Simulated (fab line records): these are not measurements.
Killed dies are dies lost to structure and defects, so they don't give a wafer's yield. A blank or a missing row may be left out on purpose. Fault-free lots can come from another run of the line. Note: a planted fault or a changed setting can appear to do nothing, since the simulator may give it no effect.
fab line records | flow n5Finfet
[record] lots = 10 wafers = 30 lastDay = 18
route steps=1938 shown GATE_CUT@488 BEOL_M4@1111 PASSIVATION@1936
lots that met no fault: taken from a fault-free run of the same line
startH: hours from the record's opening day to when the first of the lot's shown wafers began | waitH: hours since the lot's step before | " unchanged from the row above | L1.1+2: several wafers, shown together as one row | - no value present, or no start provided | * or withheld: withheld | < > ~ a bound
route shown NAME@n: NAME is a module with steps in the file, n the number in the route of the first one | usual: average and standard deviation across the fault-free wafers | same: alike in all rows | chamber/n: place in a boat | sites: readings site by site | _std_site: how widely they spread, as a standard deviation | _edge_site: outer sites' mean less inner sites' | radiusMm: how far each site lies from the wafer's centre | mask NAME#n: copy n | behind: the last tool/chamber to shape the wafer | hold: cause of the lot's hold/its duration in hours/its outcome | device: transistor that didn't switch, given as n, p or np | end of line: the same wafers' tests at the end of the route | a step given without rows: its recipe and nothing more | killed: the dies lost at the first sort to structure and to defects; this is not the yield of the wafer | map: the dies of a wafer, with x for killed, . for not killed, _ for no die there
set.NAME: the run value of the setting; set.NAME@STEP: its run value at that earlier step | model.NAME: the simulator's own value behind a step, which no gauge read
one table for each step of the route and one row for each wafer, over a sample of lots
services: a tool's chamber out of use, with start hour (startH, from the record's first day; less than 0 if before it), hours out, and reason
[[steps]]
[step N5_GATE_CUT_OVL_MEAS_14]
[recipe] pointsPerWafer = 522
[usual] GATE_CUT_OVL = 0.0/0.76
[same] pointsPerWafer = 522
// columns lot.wafer tool chamber startH waitH GATE_CUT_OVL[nm]
L367.1 overlay-01 0 87.25 0.0 1.5
L367.2 " 0 " " 1.7
L367.5 " 0 " " 0.5
L369.3 overlay-01 0 95.90 0.0 1.0
L369.4 " 0 " " 0.9
L369.6 " 0 " " 0.7
L375.1 overlay-01 0 131.93 0.0 -0.7
L375.3 " 0 " " -1.1
L375.5 " 0 " " -1.6
L378.1 overlay-01 0 152.19 0.0 -0.3
L378.2 " 0 " " -0.2
L378.3 " 0 " " 0.1
L379.3 overlay-01 0 162.30 0.0 -0.9
L379.4 " 0 " " 0.1
L379.5 " 0 " " 0.0
L381.2 overlay-01 0 167.71 0.0 0.2
L381.4 " 0 " " 1.3
L381.6 " 0 " " 0.2
L385.3 overlay-02 0 193.34 0.0 -0.5
L385.4 " 0 " " -1.0
L385.6 " 0 " " 0.2
L386.1 overlay-01 0 197.82 0.0 0.0
L386.3 " 0 " " 0.0
L386.4 " 0 " " -0.3
L389.1 overlay-02 0 217.14 0.0 0.3
L389.2 " 0 " " 1.3
L389.3 " 0 " " 0.4
L390.1 overlay-01 0 222.98 0.0 -1.4
L390.2 " 0 " " -0.9
L390.4 " 0 " " 0.3
[step N5_GATE_CUT_INSPECT_15]
[recipe] mode = adi inspectInstrument = brightfield
[usual] rawDefectCount = 125/35
// columns lot.wafer tool chamber startH waitH rawDefectCount
L367.1 defectInspect-01 - 87.31 0.1 186
L367.2 " - " " 172
L367.5 " - " " 107
L369.3 defectInspect-02 - 95.94 0.0 71
L369.4 " - " " 64
L369.6 " - " " 65
L375.1 defectInspect-01 - 131.99 0.1 64
L375.3 " - " " 106
L375.5 " - " " 140
L378.1 defectInspect-02 - 152.24 0.1 107
L378.2 " - " " 132
L378.3 " - " " 126
L379.3 defectInspect-01 - 162.35 0.0 113
L379.4 " - " " 77
L379.5 " - " " 103
L381.2 defectInspect-01 - 167.76 0.0 125
L381.4 " - " " 183
L381.6 " - " " 162
L385.3 defectInspect-01 - 193.38 0.0 152
L385.4 " - " " 71
L385.6 " - " " 102
L386.1 defectInspect-02 - 197.88 0.1 122
L386.3 " - " " 138
L386.4 " - " " 125
L389.1 defectInspect-02 - 217.19 0.1 140
L389.2 " - " " 114
L389.3 " - " " 72
L390.1 defectInspect-01 - 223.04 0.1 125
L390.2 " - " " 133
L390.4 " - " " 108
[step N5_GATE_CUT_CUT_ETCH_54]
[recipe] chemistry = Cl2/BCl3 target = TiN maskMaterial = SiO2 targetDepthA = 967 pressureMtorr = 10 icpW = 1000 biasW = 126 Cl2_flow_sccm = 53.25 bcl3FlowSccm = 21.75 Ar_flow_sccm = 25 ends = cleared
[usual] drypumpMotorCurrentA = 5.3/0.4 etchRfOnTimeS = 36.9/0.61 oesProductAu = 0.67/0.087 rfFwdPowerW = 977/3.9 throttleValvePct = 22.28/0.14
// columns lot.wafer tool chamber startH waitH drypumpMotorCurrentA etchRfOnTimeS oesProductAu rfFwdPowerW rfHoursCounterH throttleValvePct
L367.1 rieMetal-03 1 87.80 0.0 5.6 36.3 0.55 972 131 22.39
L367.2 " 0 " " 4.8 36.8 0.71 973 32 22.29
L367.5 " 0 " " 4.8 37.0 0.72 974 - 22.30
L369.3 rieMetal-03 1 96.45 0.0 5.7 36.3 0.55 977 - 22.39
L369.4 " 0 " " 4.9 36.9 0.71 978 - 22.29
L369.6 " 1 " " 5.6 36.2 0.55 975 - 22.38
L375.1 rieMetal-03 1 132.48 0.0 5.6 36.5 0.54 980 135 22.40
L375.3 " 0 " " 4.9 37.1 0.70 971 - 22.30
L375.5 " 0 " " 4.9 36.7 0.70 970 - 22.29
L378.1 rieMetal-03 0 152.73 0.0 4.9 30.4 0.79 1217 39 22.19
L378.2 " 1 " " 5.6 29.8 0.62 1209 137 22.27
L378.3 " 0 " " 4.8 30.2 0.79 1216 - 22.18
L379.3 rieMetal-03 0 162.86 0.0 4.9 30.3 0.78 1220 - 22.18
L379.4 " 1 " " 5.6 30.1 0.61 1212 - 22.29
L379.5 " 1 " " 5.7 30.2 0.60 1210 - 22.30
L381.2 rieMetal-03 0 168.44 0.1 4.9 30.7 0.78 1212 - 22.20
L381.4 " 0 " " 4.9 30.3 0.79 1212 - 22.18
L381.6 " 0 " " 4.9 30.7 0.78 1216 - 22.20
L385.3 rieMetal-02 1 193.89 0.0 5.3 38.0 0.61 977 - 22.44
L385.4 " 0 " " 5.9 37.0 0.72 984 - 22.07
L385.6 " 0 " " 5.9 37.6 0.70 983 - 22.08
L386.1 rieMetal-02 0 198.37 0.0 5.9 37.1 0.71 983 44 22.09
L386.3 " 1 " " 5.3 37.9 0.61 974 - 22.46
L386.4 " 0 " " 5.9 37.1 0.71 984 - 22.07
L389.1 rieMetal-02 0 217.78 0.0 5.9 37.5 0.71 979 46 22.08
L389.2 " 1 " " 5.3 38.1 0.61 975 76 22.47
L389.3 " 1 " " 5.4 38.0 0.60 980 - 22.46
L390.1 rieMetal-01 0 223.98 0.0 5.4 36.6 0.81 974 10 21.95
L390.2 " 1 " " 4.8 36.6 0.76 980 21 22.23
L390.4 " 0 " " 5.4 36.3 0.81 973 - 21.93
[step N5_GATE_CUT_STRIP_21]
[recipe] chemistry = N2/H2 timeS = 30 powerW = 1000 tempC = 250 pressureMtorr = withheld n2FlowSccm = 1750 h2FlowSccm = 3250
[usual] drypumpMotorCurrentA = 5.7/0.41 heaterPowerW = 334/36
// columns lot.wafer tool chamber startH waitH drypumpMotorCurrentA heaterPowerW rfHoursCounterH
L367.1 plasmaAsher-01 0 88.03 0.0 6.3 316 84
L367.2 " 1 " " 5.6 391 84
L367.5 " 0 " " 6.3 312 -
L369.3 plasmaAsher-01 1 96.68 0.1 5.6 391 -
L369.4 " 0 " " 6.3 324 -
L369.6 " 0 " " 6.3 320 -
L375.1 plasmaAsher-02 1 132.94 0.3 5.2 294 46
L375.3 " 1 " " 5.3 290 -
L375.5 " 1 " " 5.2 293 -
L378.1 plasmaAsher-02 0 152.96 0.0 5.4 335 50
L378.2 " 1 " " 5.2 288 50
L378.3 " 0 " " 5.4 332 -
L379.3 plasmaAsher-02 1 163.09 0.1 5.2 289 -
L379.4 " 0 " " 5.4 345 -
L379.5 " 0 " " 5.4 332 -
L381.2 plasmaAsher-02 0 168.86 0.1 5.4 328 53
L381.4 " 0 " " 5.4 341 -
L381.6 " 0 " " 5.4 343 -
L385.3 plasmaAsher-02 0 194.12 0.1 5.4 337 -
L385.4 " 1 " " 5.3 289 -
L385.6 " 0 " " 5.4 341 -
L386.1 plasmaAsher-02 0 198.60 0.0 5.4 346 59
L386.3 " 0 " " 5.4 346 -
L386.4 " 1 " " 5.3 283 -
L389.1 plasmaAsher-02 0 218.01 0.0 5.4 341 64
L389.2 " 1 " " 5.2 291 64
L389.3 " 0 " " 5.4 339 -
L390.1 plasmaAsher-02 1 224.21 0.0 5.2 287 64
L390.2 " 0 " " 5.4 338 64
L390.4 " 0 " " 5.4 344 -
[step N5_BEOL_M4_RC_MEAS_101]
[usual] DIBL_N = 36.5/1.4 DIBL_P = 36.5/1.6 IOFF_N = 0.163/0.022 IOFF_P = 0.219/0.029 ION_N = 675/8.3 ION_P = 464/6.2 SS_N = 71.5/0.52 SS_P = 73.4/0.57 VT_N = 249.7/2.6 VT_P = -250/3
// columns lot.wafer tool chamber startH waitH DIBL_N[mV/V] DIBL_P[mV/V] IOFF_N[nA/um] IOFF_P[nA/um] ION_N[uA/um] ION_P[uA/um] SS_N[mV/dec] SS_P[mV/dec] VT_N[mV] VT_P[mV]
L367.1 prober-02 0 164.98 0.4 35.8 35.3 0.140 0.185 661 459 71.2 72.5 250.8 -250
L367.2 " 0 " " 38.3 37.5 0.177 0.224 671 462 72.1 73.1 248.6 -247
L367.5 " 0 " " 36.7 37.0 0.152 0.201 670 465 71.2 72.9 249.0 -249
L369.3 prober-01 0 183.48 0.3 37.4 38.1 0.189 0.216 673 455 72.7 73.7 247.7 -251
L369.4 " 0 " " 34.2 34.8 0.134 0.174 666 453 71.4 73.3 251.4 -255
L369.6 " 0 " " 36.5 38.0 0.174 0.213 676 461 72.3 73.4 250.6 -251
L375.1 prober-01 0 214.70 0.0 33.8 32.7 0.120 0.196 666 468 71.6 72.4 251.9 -247
L375.3 " 0 " " 36.2 35.5 0.155 0.244 671 464 71.3 73.1 249.2 -247
L375.5 " 0 " " 35.3 34.8 0.140 0.230 676 472 71.5 72.8 250.8 -248
L378.1 prober-02 0 231.98 0.0 35.2 36.0 0.148 0.232 675 468 70.5 72.0 250.1 -248
L378.2 " 0 " " 36.1 36.6 0.172 0.246 668 468 71.4 72.3 247.9 -247
L378.3 " 0 " " 38.4 39.9 0.212 0.302 682 472 71.5 73.9 244.5 -244
L379.3 prober-02 0 248.31 0.3 35.3 34.8 0.152 0.225 682 475 71.4 72.7 248.2 -247
L379.4 " 0 " " 36.1 35.7 0.169 0.241 677 469 71.4 73.3 247.0 -247
L379.5 " 0 " " 35.1 34.3 0.143 0.211 679 467 71.5 72.6 249.3 -250
L381.2 prober-02 0 258.71 0.2 34.4 35.2 0.136 0.204 666 464 71.6 73.7 253.6 -250
L381.4 " 0 " " 35.7 37.0 0.159 0.217 682 461 71.2 73.5 253.2 -250
L381.6 " 0 " " 35.8 36.9 0.158 0.223 670 466 71.7 73.5 249.6 -249
L385.3 prober-01 0 283.00 0.3 37.9 38.8 0.177 0.227 684 464 71.6 73.8 247.7 -250
L385.4 " 0 " " 38.4 39.5 0.187 0.243 682 465 71.8 74.3 247.3 -249
L385.6 " 0 " " 39.1 39.8 0.197 0.247 685 468 71.8 74.1 247.4 -246
L386.1 prober-02 0 285.77 0.0 37.2 37.0 0.176 0.219 682 461 71.7 73.5 249.3 -250
L386.3 " 0 " " 37.7 38.1 0.195 0.232 694 469 71.5 73.2 247.1 -251
L386.4 " 0 " " 38.3 38.3 0.203 0.244 682 465 71.7 73.7 246.3 -250
L389.1 prober-02 0 310.36 0.0 35.7 37.9 0.170 0.230 681 472 72.5 73.4 250.1 -248
L389.2 " 0 " " 33.3 34.6 0.127 0.184 675 467 71.0 72.6 252.1 -251
L389.3 " 0 " " 35.0 36.6 0.151 0.217 675 465 71.1 73.3 250.0 -249
L390.1 prober-02 0 316.72 0.0 36.6 35.7 0.149 0.218 661 460 71.8 73.4 251.6 -250
L390.2 " 0 " " 37.2 36.7 0.164 0.243 665 458 72.8 73.9 250.0 -248
L390.4 " 0 " " 34.9 33.8 0.132 0.196 667 467 71.7 72.7 254.0 -251
[step N5_PASSIVATION_PROBE_49]
[usual] defectLimitedYield = 91.2/1.6 killed_at_M0_to_M3 = 33/11 killed_at_M4_up = 15/6.2 killedAtContacts = 15/7.1 killedAtFrontEnd = 38/12 killedAtOther = 4/3.5 killedDies = 104/19 killedOpen = 69/14 killedShort = 34/8.5 sort_bin_5_function = 5.2/0.99 sort_bin_6_memory = 3.3/0.77 sortNPass = 1076/19 sortYieldPct = 91.2/1.6
[same] grossDies = 1180 killedAtBackSide = 0 sort_bin_4_leakage[%] = 0 sort_bin_8_speed[%] = 0
// columns lot.wafer tool chamber startH waitH defectLimitedYield[%] killed_at_M0_to_M3 killed_at_M4_up killedAtContacts killedAtFrontEnd killedAtOther killedDies killedOpen killedShort sort_bin_5_function[%] sort_bin_6_memory[%] sortNPass sortYieldPct[%]
L375.1 prober-02 - 320.98 0.0 91.0 38 19 9 36 4 106 66 40 5.0 3.6 1074 91.0
L375.3 prober-02 - 321.08 0.1 91.4 33 13 13 40 2 101 63 34 5.4 2.5 1079 91.4
L375.5 prober-02 - 321.18 0.2 93.1 28 15 11 22 6 82 46 35 4.0 2.9 1098 93.1
L378.1 prober-02 - 335.06 0.0 91.1 29 18 16 38 4 105 69 36 4.7 3.9 1075 91.1
L378.2 prober-02 - 335.11 0.1 91.4 37 26 8 29 2 102 64 36 5.3 3.1 1078 91.4
L378.3 prober-02 - 335.16 0.1 91.4 36 28 8 25 5 102 63 37 5.1 3.4 1078 91.4
L379.3 prober-01 - 354.86 0.1 92.5 25 11 11 36 5 88 55 33 4.1 3.1 1092 92.5
L379.4 prober-01 - 354.91 0.2 92.1 33 11 10 35 4 93 65 28 5.0 2.5 1087 92.1
L379.5 prober-01 - 354.96 0.2 92.5 25 15 8 28 13 89 63 26 4.4 2.9 1091 92.5
L381.2 prober-02 - 375.17 0.1 91.4 36 4 23 39 0 102 67 33 5.4 3.1 1078 91.4
L381.4 prober-02 - 375.27 0.2 91.8 28 17 13 35 4 97 64 33 5.3 2.4 1083 91.8
L381.6 prober-02 - 375.37 0.3 91.5 35 9 13 43 0 100 71 28 5.6 2.4 1080 91.5
L386.1 prober-02 - 387.40 0.0 91.3 28 9 7 49 10 103 63 40 4.5 3.8 1077 91.3
L386.3 prober-02 - 387.50 0.1 93.0 24 13 14 26 6 83 55 25 4.4 2.5 1097 93.0
L386.4 prober-02 - 387.55 0.2 92.3 20 16 10 43 2 91 48 34 4.1 3.0 1089 92.3
L389.1 prober-02 - 416.80 0.0 91.5 39 11 24 24 2 100 72 25 4.2 4.2 1080 91.5
L389.2 prober-02 - 416.85 0.1 88.7 45 18 29 36 5 133 86 47 6.4 4.4 1047 88.7
L389.3 prober-02 - 416.90 0.1 89.3 26 16 18 58 8 126 90 36 6.2 4.2 1054 89.3
// killed by level:class
L375.1 FIN_SAQP:geometricParticle:open=9 BEOL_M0_SAQP:geometricParticle:open=8 BEOL_M3:geometricParticle:short=8 STI_FIN_REVEAL:geometricParticle:open=7 MOL_CONTACT_COAG:geometricParticle:open=7 BEOL_M2:geometricParticle:open=7 BEOL_M1:geometricParticle:open=6 FIN_SAQP:geometricParticle:short=5
L375.3 BEOL_M2:geometricParticle:open=14 MOL_CONTACT_COAG:geometricParticle:open=10 STI_FIN_REVEAL:geometricParticle:open=6 GATE_CUT:geometricParticle:short=5 BEOL_M2:geometricParticle:short=5 FIN_SAQP:geometricParticle:short=4 DUMMY_GATE:geometricParticle:open=4 BEOL_M0_SAQP:geometricParticle:open=4
L375.5 MOL_CONTACT_COAG:geometricParticle:open=9 GATE_CUT:geometricParticle:short=8 BEOL_M2:geometricParticle:open=6 BEOL_M0_SAQP:geometricParticle:short=5 BEOL_M1:geometricParticle:open=5 BEOL_M5:geometricParticle:open=5 STARTING-WAFER:geometricParticle:short=3 BEOL_M0_SAQP:geometricParticle:open=3
L378.1 FIN_SAQP:geometricParticle:open=11 MOL_CONTACT_COAG:geometricParticle:open=10 BEOL_M2:geometricParticle:open=8 STI_FIN_REVEAL:geometricParticle:open=7 BEOL_M1:geometricParticle:open=7 MOL_CONTACT_COAG:geometricParticle:short=6 BEOL_M0_SAQP:geometricParticle:open=4 BEOL_M0_SAQP:geometricParticle:short=4
L378.2 BEOL_M4:geometricParticle:open=15 BEOL_M2:geometricParticle:open=11 STI_FIN_REVEAL:geometricParticle:open=7 MOL_CONTACT_COAG:geometricParticle:open=6 BEOL_M1:geometricParticle:open=6 BEOL_M4:geometricParticle:short=6 BEOL_M3:geometricParticle:open=5 STI_FIN_REVEAL:geometricParticle:short=4
L378.3 BEOL_M4:geometricParticle:open=18 BEOL_M0_SAQP:geometricParticle:short=13 STI_FIN_REVEAL:geometricParticle:open=10 BEOL_M1:geometricParticle:open=7 BEOL_M0_SAQP:geometricParticle:open=7 MOL_CONTACT_COAG:geometricParticle:open=6 BEOL_M4:geometricParticle:short=5 BEOL_M1:geometricParticle:short=3
L379.3 STI_FIN_REVEAL:geometricParticle:open=10 MOL_CONTACT_COAG:geometricParticle:open=9 BEOL_M2:geometricParticle:open=8 GATE_CUT:geometricParticle:short=6 BEOL_M1:geometricParticle:open=4 BEOL_M3:geometricParticle:open=4 FIN_CUT:geometricParticle:short=3 STI_FIN_REVEAL:geometricParticle:short=3
L379.4 BEOL_M2:geometricParticle:open=13 BEOL_M3:geometricParticle:open=9 FIN_SAQP:geometricParticle:open=8 MOL_CONTACT_COAG:geometricParticle:open=7 BEOL_M4:geometricParticle:open=6 GATE_CUT:geometricParticle:short=5 STI_FIN_REVEAL:geometricParticle:open=4 ILD0:geometricParticle:open=4
L379.5 STI_FIN_REVEAL:geometricParticle:open=8 BEOL_M3:geometricParticle:open=8 BEOL_M2:geometricParticle:open=7 GATE_CUT:geometricParticle:short=6 MOL_CONTACT_COAG:geometricParticle:open=6 BEOL_M0_SAQP:geometricParticle:short=5 BEOL_M6:geometricParticle:open=4 DUMMY_GATE:geometricParticle:open=3
L381.2 MOL_CONTACT_COAG:geometricParticle:open=20 FIN_SAQP:geometricParticle:open=8 BEOL_M3:geometricParticle:open=8 GATE_CUT:geometricParticle:short=7 BEOL_M2:geometricParticle:open=7 FIN_SAQP:geometricParticle:short=6 BEOL_M0_SAQP:geometricParticle:open=6 BEOL_M0_SAQP:geometricParticle:short=6
L381.4 MOL_CONTACT_COAG:geometricParticle:open=11 BEOL_M4:geometricParticle:open=9 FIN_SAQP:geometricParticle:open=7 GATE_CUT:geometricParticle:short=7 BEOL_M1:geometricParticle:open=6 GATE_CUT:geometricParticle:open=6 STI_FIN_REVEAL:geometricParticle:open=5 BEOL_M0_SAQP:geometricParticle:short=5
L381.6 MOL_CONTACT_COAG:geometricParticle:open=11 FIN_SAQP:geometricParticle:open=10 BEOL_M0_SAQP:geometricParticle:open=10 FIN_SAQP:geometricParticle:short=8 STI_FIN_REVEAL:geometricParticle:open=8 BEOL_M3:geometricParticle:open=7 BEOL_M0_SAQP:geometricParticle:short=6 BEOL_M4:geometricParticle:open=6
L386.1 STI_FIN_REVEAL:geometricParticle:open=15 FIN_SAQP:geometricParticle:short=11 FIN_SAQP:geometricParticle:open=7 BEOL_M2:geometricParticle:open=7 BEOL_M1:geometricParticle:open=6 BEOL_M0_SAQP:geometricParticle:open=5 MOL_CONTACT_COAG:geometricParticle:open=4 BEOL_M0_SAQP:geometricParticle:short=4
L386.3 MOL_CONTACT_COAG:geometricParticle:open=10 STI_FIN_REVEAL:geometricParticle:open=6 BEOL_M0_SAQP:geometricParticle:open=6 FIN_SAQP:geometricParticle:open=5 DUMMY_GATE:geometricParticle:open=5 BEOL_M1:geometricParticle:open=5 BEOL_M5:geometricParticle:short=4 GATE_CUT:geometricParticle:short=4
L386.4 STI_FIN_REVEAL:geometricParticle:open=8 MOL_CONTACT_COAG:geometricParticle:open=8 BEOL_M0_SAQP:geometricParticle:short=7 FIN_SAQP:geometricParticle:short=6 BEOL_M5:geometricParticle:open=6 DUMMY_GATE:geometricParticle:open=5 HKMG_FIN:areaEtch=5 GATE_CUT:geometricParticle:short=4
L389.1 MOL_CONTACT_COAG:geometricParticle:open=19 BEOL_M2:geometricParticle:open=11 BEOL_M1:geometricParticle:open=8 BEOL_M3:geometricParticle:open=7 MOL_CONTACT_COAG:geometricParticle:short=5 STI_FIN_REVEAL:geometricParticle:open=4 STI_FIN_REVEAL:geometricParticle:short=4 FIN_SAQP:geometricParticle:open=3
L389.2 MOL_CONTACT_COAG:geometricParticle:open=19 FIN_SAQP:geometricParticle:open=13 BEOL_M0_SAQP:geometricParticle:short=11 MOL_CONTACT_COAG:geometricParticle:short=10 BEOL_M4:geometricParticle:open=8 BEOL_M0_SAQP:geometricParticle:open=7 BEOL_M2:geometricParticle:open=7 BEOL_M3:geometricParticle:open=7
L389.3 FIN_SAQP:geometricParticle:open=15 STI_FIN_REVEAL:geometricParticle:open=14 MOL_CONTACT_COAG:geometricParticle:open=13 BEOL_M4:geometricParticle:open=10 FIN_SAQP:geometricParticle:short=9 BEOL_M0_SAQP:geometricParticle:open=8 PASS1_CAP:geometricParticle:open=6 BEOL_M0_SAQP:geometricParticle:short=6
[[services]]
// columns tool chamber startH hours kind
plasmaAsher-02 - 77.58 0.3 repair
plasmaAsher-02 - 89.32 2.0 repair
plasmaAsher-02 - 92.62 0.3 repair
rieMetal-01 0 95.81 3.2 repair
plasmaAsher-01 - 130.10 3.4 repair
plasmaAsher-02 - 164.43 2.8 pm
plasmaAsher-01 - 167.18 2.8 pm
rieMetal-03 1 168.30 - clean
rieMetal-03 1 168.30 19.2 scheduledDown
rieMetal-03 1 168.30 19.2 ventCycle
rieMetal-01 0 169.44 23.2 repair
[[key]]
[firstSign] step = N5_GATE_CUT_CUT_ETCH_54 reading = rfFwdPowerW direction = up sigmas = 60 usual = * struck = *
[effect] step = N5_GATE_CUT_CUT_ETCH_54 reading = etchRfOnTimeS direction = down sigmas = 11 usual = * struck = *
metAt N5_GATE_CUT_CUT_ETCH_54
struckLots L378,L379,L381
notActingAt N5_GATE_CUT_OVL_MEAS_14,N5_GATE_CUT_INSPECT_15,N5_GATE_CUT_STRIP_21
onsetBetween 132.48 152.73
[fault] kind = processParameterDrift tool = rieMetal-03 chamber = - onsetH = 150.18 steps = N5_GATE_CUT_CUT_ETCH_54 channel = icpW offset = 240 shape = step endH = 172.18 actsIn = theseRecipesOnly stated = 1000
